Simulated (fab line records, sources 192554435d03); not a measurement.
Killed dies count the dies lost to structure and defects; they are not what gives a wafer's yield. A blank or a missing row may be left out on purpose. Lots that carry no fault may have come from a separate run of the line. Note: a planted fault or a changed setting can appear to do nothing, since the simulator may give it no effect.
What tool caused it? :: flow n5Finfet :: 40 wafers from 14 lots sampled at 5 of the route's 1938 steps

== WHAT THE GAUGES READ, wafer by wafer ==
N5_SD_EPI_N_INSPECT_11: inspects for defects (macro). Usual: rawDefectCount 2.1, standard deviation 1.4.
lot: L139
measured: day 3 02:04
on: defectInspect-01
rawDefectCount: 1 1 3
flag: 

lot: L140
measured: day 3 14:08
on: defectInspect-02
rawDefectCount: 4 2 3
flag: 

lot: L141
measured: day 3 18:04
on: defectInspect-02
rawDefectCount: 2 4
flag: 

lot: L143
measured: day 4 01:05
on: defectInspect-01
rawDefectCount: 1 1 3
flag: 

lot: L144
measured: day 4 08:18
on: defectInspect-01
rawDefectCount: 2 2 3
flag: 

lot: L145
measured: day 4 14:13
on: defectInspect-02
rawDefectCount: 3 2 3
flag: 

lot: L146
measured: day 4 19:58
on: defectInspect-02
rawDefectCount: 2 0 2
flag: 

lot: L147
measured: day 5 01:09
on: defectInspect-01
rawDefectCount: 0 3 2
flag: 

lot: L148
measured: day 5 10:55
on: defectInspect-01
rawDefectCount: 3 1
flag: 

lot: L149
measured: day 5 14:02
on: defectInspect-01
rawDefectCount: 1 4 5
flag: 

lot: L150
measured: day 5 18:59
on: defectInspect-02
rawDefectCount: 1 3 2
flag: 

lot: L158
measured: day 7 18:49
on: defectInspect-02
rawDefectCount: 1 1 4
flag: 

lot: L159
measured: day 8 00:58
on: defectInspect-02
rawDefectCount: 1 0 1
flag: 

lot: L162
measured: day 8 22:23
on: defectInspect-02
rawDefectCount: 1 5 0
flag: 

N5_SD_EPI_N_EPI_MEAS_23. Usual: thkNm 59.1 nm, standard deviation 1.2.
lot: L139
measured: day 3 05:30
on: filmMetro-02
thkNm (nm): 60.0 59.6 60.6
flag: 

lot: L140
measured: day 3 17:34
on: filmMetro-02
thkNm (nm): 61.1 58.9 58.8
flag: 

lot: L141
measured: day 3 21:34
on: filmMetro-01
thkNm (nm): 60.1 58.6
flag: 

lot: L143
measured: day 4 04:31
on: filmMetro-01
thkNm (nm): 61.0 61.7 58.3
flag: 

lot: L144
measured: day 4 11:44
on: filmMetro-01
thkNm (nm): 60.0 57.0 58.7
flag: 

lot: L145
measured: day 4 17:44
on: filmMetro-02
thkNm (nm): 58.2 58.7 56.8
flag: 

lot: L146
measured: day 4 23:41
on: filmMetro-01
thkNm (nm): 59.0 58.0 58.8
flag: 

lot: L147
measured: day 5 04:35
on: filmMetro-01
thkNm (nm): 59.4 60.3 59.9
flag: 

lot: L148
measured: day 5 14:22
on: filmMetro-02
thkNm (nm): 59.7 59.0
flag: 

lot: L149
measured: day 5 17:29
on: filmMetro-02
thkNm (nm): 60.1 59.6 59.9
flag: 

lot: L150
measured: day 5 22:26
on: filmMetro-01
thkNm (nm): 59.6 60.0 58.9
flag: 

lot: L158
measured: day 7 22:15
on: filmMetro-02
thkNm (nm): 41.0 59.7 60.2
flag: OFF

lot: L159
measured: day 8 04:23
on: filmMetro-01
thkNm (nm): 59.7 43.7 58.9
flag: OFF

lot: L162
measured: day 9 02:32
on: filmMetro-02
thkNm (nm): 58.2 58.5 57.5
flag: 

== TOOL THAT RAN EACH LOT (tool first, then ch and the chambers of the sampled wafers, then the start) ==
lot: L139
N5_SPACER0_ALD_08: aldSin-02 ch 2,3, day 3 01:28
N5_SD_EPI_N_SD_RECESS_17: rieSi-02 ch 0,3, day 3 02:47
N5_SD_EPI_N_PRECLEAN_48: epiRpcvd-01 ch 0, day 3 03:18

lot: L140
N5_SPACER0_ALD_08: aldSin-01 ch 0,3, day 3 13:32
N5_SD_EPI_N_SD_RECESS_17: rieSi-06 ch 1,2, day 3 14:52
N5_SD_EPI_N_PRECLEAN_48: epiRpcvd-03 ch 0, day 3 15:25

lot: L141
N5_SPACER0_ALD_08: aldSin-01 ch 0,2, day 3 17:28
N5_SD_EPI_N_SD_RECESS_17: rieSi-06 ch 1,2, day 3 18:51
N5_SD_EPI_N_PRECLEAN_48: epiRpcvd-01 ch 0, day 3 19:29

lot: L143
N5_SPACER0_ALD_08: aldSin-02 ch 1,2, day 4 00:35
N5_SD_EPI_N_SD_RECESS_17: rieSi-01 ch 0,1,2, day 4 01:48
N5_SD_EPI_N_PRECLEAN_48: epiRpcvd-01 ch 0, day 4 02:15

lot: L144
N5_SPACER0_ALD_08: aldSin-01 ch 1,2, day 4 07:49
N5_SD_EPI_N_SD_RECESS_17: rieSi-06 ch 0,1, day 4 09:01
N5_SD_EPI_N_PRECLEAN_48: epiRpcvd-02 ch 0, day 4 09:28

lot: L145
N5_SPACER0_ALD_08: aldSin-02 ch 0,1, day 4 13:36
N5_SD_EPI_N_SD_RECESS_17: rieSi-01 ch 0,1, day 4 15:01
N5_SD_EPI_N_PRECLEAN_48: epiRpcvd-02 ch 0, day 4 15:29

lot: L146
N5_SPACER0_ALD_08: aldSin-02 ch 0,2,3, day 4 19:21
N5_SD_EPI_N_SD_RECESS_17: rieSi-06 ch 1,2,3, day 4 20:57
N5_SD_EPI_N_PRECLEAN_48: epiRpcvd-02 ch 0, day 4 21:29

lot: L147
N5_SPACER0_ALD_08: aldSin-01 ch 0,1,3, day 5 00:40
N5_SD_EPI_N_SD_RECESS_17: rieSi-06 ch 0,2, day 5 01:52
N5_SD_EPI_N_PRECLEAN_48: epiRpcvd-02 ch 0, day 5 02:23

lot: L148
N5_SPACER0_ALD_08: aldSin-03 ch 1,3, day 5 10:18
N5_SD_EPI_N_SD_RECESS_17: rieSi-01 ch 2,3, day 5 11:38
N5_SD_EPI_N_PRECLEAN_48: epiRpcvd-02 ch 0, day 5 12:10

lot: L149
N5_SPACER0_ALD_08: aldSin-03 ch 0,1,3, day 5 13:26
N5_SD_EPI_N_SD_RECESS_17: rieSi-06 ch 1,2,3, day 5 14:46
N5_SD_EPI_N_PRECLEAN_48: epiRpcvd-03 ch 0, day 5 15:14

lot: L150
N5_SPACER0_ALD_08: aldSin-03 ch 0,2,3, day 5 18:23
N5_SD_EPI_N_SD_RECESS_17: rieSi-01 ch 0,1,2, day 5 19:43
N5_SD_EPI_N_PRECLEAN_48: epiRpcvd-02 ch 0, day 5 20:11

lot: L158
N5_SPACER0_ALD_08: aldSin-01 ch 0,1,3, day 7 18:10
N5_SD_EPI_N_SD_RECESS_17: rieSi-06 ch 0,1,3, day 7 19:32
N5_SD_EPI_N_PRECLEAN_48: epiRpcvd-02 ch 0, day 7 20:05

lot: L159
N5_SPACER0_ALD_08: aldSin-02 ch 2,3, day 8 00:21
N5_SD_EPI_N_SD_RECESS_17: rieSi-06 ch 1,2, day 8 01:41
N5_SD_EPI_N_PRECLEAN_48: epiRpcvd-02 ch 0, day 8 02:19

lot: L162
N5_SPACER0_ALD_08: aldSin-03 ch 0,2,3, day 8 21:46
N5_SD_EPI_N_SD_RECESS_17: rieSi-06 ch 1,2,3, day 8 23:06
N5_SD_EPI_N_PRECLEAN_48: epiRpcvd-01 ch 0, day 8 23:32
- N5_SPACER0_ALD_08: deposits SiNx, target thk 2 nm.
- N5_SD_EPI_N_SD_RECESS_17: chemistry HBr/Cl2/O2, target depth 41 nm, time 23.7 s, bt time 3 s.
- N5_SD_EPI_N_PRECLEAN_48: cleans in NF3:NH3, afs cycles 2, time 20 s, sublimation time 60 s.

== WHAT THE TOOLS THEMSELVES READ (means of the sampled wafers that have a number; where no wafer has one, the mark that the record gives instead) ==
N5_SPACER0_ALD_08. Usual: heaterPowerW 809 W, standard deviation 79.
lot: L139
tool: aldSin-02
heaterPowerW (W): 830
flag: 

lot: L140
tool: aldSin-01
heaterPowerW (W): 726
flag: 

lot: L141
tool: aldSin-01
heaterPowerW (W): 748
flag: 

lot: L143
tool: aldSin-02
heaterPowerW (W): 872
flag: 

lot: L144
tool: aldSin-01
heaterPowerW (W): 787
flag: 

lot: L145
tool: aldSin-02
heaterPowerW (W): 786
flag: 

lot: L146
tool: aldSin-02
heaterPowerW (W): 775
flag: 

lot: L147
tool: aldSin-01
heaterPowerW (W): 742
flag: 

lot: L148
tool: aldSin-03
heaterPowerW (W): 876
flag: 

lot: L149
tool: aldSin-03
heaterPowerW (W): 832
flag: 

lot: L150
tool: aldSin-03
heaterPowerW (W): 880
flag: 

lot: L158
tool: aldSin-01
heaterPowerW (W): 744
flag: 

lot: L159
tool: aldSin-02
heaterPowerW (W): 811
flag: 

lot: L162
tool: aldSin-03
heaterPowerW (W): 888
flag: 

N5_SD_EPI_N_SD_RECESS_17. Usual: drypumpMotorCurrentA 5.4 A, standard deviation 0.34; oesProductAu 1.002 a.u., standard deviation 0.017; throttleValvePct 37.2 %, standard deviation 0.5.
lot: L139
tool: rieSi-02
drypumpMotorCurrentA (A): 5.9
oesProductAu (a.u.): 1.006
throttleValvePct (%): 36.7
flag: 

lot: L140
tool: rieSi-06
drypumpMotorCurrentA (A): 5.2
oesProductAu (a.u.): 1.006
throttleValvePct (%): 37.2
flag: 

lot: L141
tool: rieSi-06
drypumpMotorCurrentA (A): 5.2
oesProductAu (a.u.): 1.011
throttleValvePct (%): 37.2
flag: 

lot: L143
tool: rieSi-01
drypumpMotorCurrentA (A): 5.3
oesProductAu (a.u.): 1.007
throttleValvePct (%): 37.1
flag: 

lot: L144
tool: rieSi-06
drypumpMotorCurrentA (A): 5.4
oesProductAu (a.u.): 0.995
throttleValvePct (%): 37.1
flag: 

lot: L145
tool: rieSi-01
drypumpMotorCurrentA (A): 5.6
oesProductAu (a.u.): 1.010
throttleValvePct (%): 37.2
flag: 

lot: L146
tool: rieSi-06
drypumpMotorCurrentA (A): 5.3
oesProductAu (a.u.): 1.013
throttleValvePct (%): 37.5
flag: 

lot: L147
tool: rieSi-06
drypumpMotorCurrentA (A): 5.2
oesProductAu (a.u.): 1.014
throttleValvePct (%): 36.9
flag: 

lot: L148
tool: rieSi-01
drypumpMotorCurrentA (A): 5.2
oesProductAu (a.u.): 0.979
throttleValvePct (%): 37.2
flag: 

lot: L149
tool: rieSi-06
drypumpMotorCurrentA (A): 5.3
oesProductAu (a.u.): 1.011
throttleValvePct (%): 37.5
flag: 

lot: L150
tool: rieSi-01
drypumpMotorCurrentA (A): 5.3
oesProductAu (a.u.): 0.996
throttleValvePct (%): 37.1
flag: 

lot: L158
tool: rieSi-06
drypumpMotorCurrentA (A): 5.5
oesProductAu (a.u.): 1.010
throttleValvePct (%): 37.4
flag: 

lot: L159
tool: rieSi-06
drypumpMotorCurrentA (A): 5.2
oesProductAu (a.u.): 1.012
throttleValvePct (%): 37.2
flag: 

lot: L162
tool: rieSi-06
drypumpMotorCurrentA (A): 5.3
oesProductAu (a.u.): 1.003
throttleValvePct (%): 37.5
flag: 

== THE ANSWER, worked out from the rows above alone ==
Rule: a lot counts as off when the mean over its wafers that have a number is more than 3 standard deviations away from the usual mean. A lot without any number at a reading at which 4 lots or more have one is off too. Any other lot the step has rows for is counted as sound. First the gauges in route order, then the tools' own readings, where a lot's mean is used as printed above. The first step at which some lot is off is used, and at that step the reading that is off furthest; a lot without a number counts as furthest.
Off: L158, L159 (N5_SD_EPI_N_EPI_MEAS_23, thkNm).
If a tool, at a process step before that reading, ran all the lots that are off and no sound lot after the first of them, it fits. Gauges at N5_SD_EPI_N_EPI_MEAS_23: tried the same way as those tools. One fits: N5_SD_EPI_N_PRECLEAN_48 on epiRpcvd-02. Its last sound lot is L150 (day 5 20:11), its first lot that is off L158 (day 7 20:05): a fault that began between those two fits.

== WHAT WAS PUT IN BY THE SIMULATOR ==
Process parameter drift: epiRpcvd-02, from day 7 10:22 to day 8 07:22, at N5_SD_EPI_N_PRECLEAN_48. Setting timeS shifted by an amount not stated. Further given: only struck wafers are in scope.
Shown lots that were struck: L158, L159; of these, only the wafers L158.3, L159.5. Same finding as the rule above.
